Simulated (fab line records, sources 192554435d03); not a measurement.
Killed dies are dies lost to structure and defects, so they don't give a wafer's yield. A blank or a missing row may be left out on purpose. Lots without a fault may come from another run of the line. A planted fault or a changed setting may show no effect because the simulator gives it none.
A struck lot beside a sound one | flow n5_finfet | 15 steps out of a route of 1938
Sound: wafers L214.2, L214.5, L214.6. Struck: wafer L226.6. (L226.1, L226.4 of the same lot were not struck and are left out.) The cause comes at the end.
At each step with rows: each side's tool, then ch and its chambers, then its first start. Under that, the readings that differ: sound wafers | struck wafers | difference of the means | sigmas: that difference in standard deviations of wafers without a fault.
alike: readings whose means differ by less than 2 such deviations, and words and numbers that are the same on both sides. not compared: withheld readings, readings that some wafer has no value for, bounds like >300 that may hide the same value, and numbers for which the record gives no deviation and whose values overlap.
The two part at a step that has a row with sigmas, a row that says differs or no value, or rows on one side only. Numbers that don't overlap but have no deviation are shown without sigmas and don't part them. A reading that every wafer of one side lacks parts them only if that side has two wafers or more.

first, 2 steps without rows for these wafers: N5_FIN_SAQP_ETCH_65 (etches SiO2 in CF4, target depth 4 nm, time 4.4 s); N5_FIN_SAQP_MANDREL_ETCH_58 (etches a-Si in HBr/Cl2, stops on SiNx, target depth 45 nm, bt time 10 s, time 27 s).
N5_FIN_SAQP_RECESS_63: chemistry HF/NH3, target SiO2, target depth 18 nm, afs cycles 3, sublimation time 60 s.
  sound on vapor_etch-01 ch 0,1, day 2 08:05; struck on vapor_etch-02 ch 1, day 5 07:35
  alike: drypump_motor_current_A
then, 1 step without rows for these wafers: N5_FIN_SAQP_COAT_68 (time 60 s, resist thk 100 nm).
N5_FIN_SAQP_ETCH_69: etches SOC in N2/H2, stops on SiNx, target depth 150 nm.
  sound on rie_diel-03 ch 0,3, day 2 08:40; struck on rie_diel-03 ch 3, day 5 08:02
  alike: drypump_motor_current_A, oes_product_au, rf_vpp_V, showerhead_plenum_p_Torr, throttle_valve_pct
  not compared: rf_hours_counter_h
then, 1 step without rows for these wafers: N5_FIN_SAQP_ETCH_67 (etches SiNx in CH3F/O2, target depth 30 nm).
N5_FIN_SAQP_STRIP_70: strips in N2/H2.
  sound on rie_diel-03 ch 0,3, day 2 08:46; struck on rie_diel-03 ch 3, day 5 08:08
  alike: drypump_motor_current_A, oes_product_au, rf_vpp_V, showerhead_plenum_p_Torr, throttle_valve_pct
  not compared: rf_hours_counter_h
then, 1 step without rows for these wafers: N5_FIN_SAQP_RECESS_71 (chemistry HF/NH3, target SiO2, target depth 3 nm, afs cycles 1, sublimation time 60 s).
N5_FIN_SAQP_SPACER2_ALD_28: deposits SiO2, target thk 8.1 nm, pulse time 1 s, purge time 2 s.
  sound on ald_sin-04 ch 0,1,3, day 2 08:58; struck on ald_sin-02 ch 3, day 5 08:55
  alike: heater_power_w, precursor_pulse_height_rel, susceptor_temp_C
then, 2 steps without rows for these wafers: N5_FIN_SAQP_SPACER2_ETCHBACK_29 (etches SiO2 in CHF3/O2, target depth 12.2 nm, time 6.1 s); N5_FIN_SAQP_MANDREL2_REMOVE_60 (chemistry HBr/Cl2/O2, target a-Si, stops on SiNx, bt time 10 s).
N5_FIN_SAQP_CD_MEAS_31: target cd 8 nm.
  sound on cd_sem-03 ch 0, day 2 09:35; struck on cd_sem-03 ch 0, day 5 09:26
  alike: cd_nm
N5_FIN_SAQP_HM_OPEN_33: chemistry CH3F/O2, target SiNx, target depth 49.4 nm, time 70.6 s.
  sound on rie_diel-03 ch 2,3, day 2 09:40; struck on rie_diel-01 ch 0, day 5 09:29
  reading               | sound          | struck | difference | sigmas
  etch_rf_on_time_s (s) | 67.8 68.1 67.9 | 53.7   | -14.2      | -8
  alike: drypump_motor_current_A, oes_o_777_au, oes_product_au, rf_vpp_V, showerhead_plenum_p_Torr, throttle_valve_pct
  not compared: rf_hours_counter_h
N5_FIN_SAQP_ETCH_34: etches SiO2 in C4F6/O2, target depth 45 nm, time 15 s.
  sound on rie_diel-03 ch 2,3, day 2 09:44; struck on rie_diel-01 ch 0, day 5 09:33
  reading                     | sound             | struck | difference | sigmas
  drypump_motor_current_A (A) | 5.0 5.9 5.0       | 6.4    | +1.1       | +2
  etch_rf_on_time_s (s)       | 14.7 14.7 14.7    | 15.4   | +0.7       | +2
  throttle_valve_pct (%)      | 21.35 21.14 21.36 | 20.89  | -0.39      | -2
  alike: oes_o_777_au, oes_product_au, rf_vpp_V, showerhead_plenum_p_Torr
  not compared: rf_hours_counter_h
-- the record jumps here: 6 days lie between the struck wafers' starts before and after (it left off in module FIN_SAQP and takes up again in module BEOL_M4, whose first step shown is number 1111 of the route) --
N5_BEOL_M4_RC_MEAS_101:
  sound on prober-01 ch 0, day 8 17:26; struck on prober-02 ch 0, day 11 15:49
  alike: DIBL_N, DIBL_P, IOFF_N, IOFF_P, ION_N, ION_P, SS_N, SS_P, VT_N, VT_P

WHERE THEY PART
First at N5_FIN_SAQP_HM_OPEN_33; last, within this record, at N5_FIN_SAQP_ETCH_34. Later steps at which nothing parts them and some readings are alike: N5_BEOL_M4_RC_MEAS_101.

WHY: what the simulator had put in
Process parameter drift: rie_diel-01, from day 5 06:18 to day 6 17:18, at N5_FIN_SAQP_HM_OPEN_33. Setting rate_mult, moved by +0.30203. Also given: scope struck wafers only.
